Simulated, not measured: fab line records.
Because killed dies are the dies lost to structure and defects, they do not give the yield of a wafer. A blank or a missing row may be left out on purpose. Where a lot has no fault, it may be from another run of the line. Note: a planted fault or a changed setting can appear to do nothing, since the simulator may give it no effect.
Chamber matching || flow nand-harc || NHARC_A_CONTACT_STRIP_26 on rie-diel-11 has 4 sister chambers
The step strips in O2. 8 wafers are shown with their chamber, then 7 later ones without.

== WAFERS WITH THEIR CHAMBER ==
{"wafer": "L730.1", "chamber": 3, "showerhead-plenum-p-Torr (Torr)": 3.44, "drypump-motor-current-A (A)": 5.7}
{"wafer": "L730.5", "chamber": 1, "showerhead-plenum-p-Torr (Torr)": 3.63, "drypump-motor-current-A (A)": 5.1}
{"wafer": "L730.6", "chamber": 2, "showerhead-plenum-p-Torr (Torr)": 3.69, "drypump-motor-current-A (A)": 5.9}
{"wafer": "L732.1", "chamber": 0, "showerhead-plenum-p-Torr (Torr)": 3.27, "drypump-motor-current-A (A)": 5.6}
{"wafer": "L732.3", "chamber": 2, "showerhead-plenum-p-Torr (Torr)": 3.69, "drypump-motor-current-A (A)": 5.8}
{"wafer": "L732.5", "chamber": 1, "showerhead-plenum-p-Torr (Torr)": 3.63, "drypump-motor-current-A (A)": 5.0}
{"wafer": "L734.2", "chamber": 3, "showerhead-plenum-p-Torr (Torr)": 3.44, "drypump-motor-current-A (A)": 5.6}
{"wafer": "L734.3", "chamber": 0, "showerhead-plenum-p-Torr (Torr)": 3.26, "drypump-motor-current-A (A)": 5.6}

== WAFERS WITH NO CHAMBER GIVEN ==
{"wafer": "L734.5", "showerhead-plenum-p-Torr (Torr)": 3.26, "drypump-motor-current-A (A)": 5.6}
{"wafer": "L738.2", "showerhead-plenum-p-Torr (Torr)": 3.44, "drypump-motor-current-A (A)": 5.7}
{"wafer": "L738.4", "showerhead-plenum-p-Torr (Torr)": 3.63, "drypump-motor-current-A (A)": 5.0}
{"wafer": "L738.5", "showerhead-plenum-p-Torr (Torr)": 3.43, "drypump-motor-current-A (A)": 5.6}
{"wafer": "L740.3", "showerhead-plenum-p-Torr (Torr)": 3.26, "drypump-motor-current-A (A)": 5.6}
{"wafer": "L740.5", "showerhead-plenum-p-Torr (Torr)": 3.69, "drypump-motor-current-A (A)": 5.8}
{"wafer": "L740.6", "showerhead-plenum-p-Torr (Torr)": 3.62, "drypump-motor-current-A (A)": 5.0}

== THE CHAMBER EACH PASSED THROUGH ==
{"wafer": "L734.5", "from the rows above": 0, "in truth": 0}
{"wafer": "L738.2", "from the rows above": 3, "in truth": 3}
{"wafer": "L738.4", "from the rows above": 1, "in truth": 1}
{"wafer": "L738.5", "from the rows above": 3, "in truth": 3}
{"wafer": "L740.3", "from the rows above": 0, "in truth": 0}
{"wafer": "L740.5", "from the rows above": 2, "in truth": 2}
{"wafer": "L740.6", "from the rows above": 1, "in truth": 1}
Correctly placed: 7 of 7. Not placeable from these rows: 0. Wrongly placed: 0.
How it was worked out, from the rows above alone: a wafer's distance from a chamber is the root of the sum, over the readings, of the square of ((its reading less the chamber's mean) divided by the reading's scatter). The wafer belongs to the nearest chamber; if the next one is less than 2 further off, it can't be placed. For every chamber, the mean is computed from those of its wafers that are shown. The scatter: the root of (the sum of the squares of (reading less its chamber's mean) over the shown wafers, divided by (wafers less chambers)).
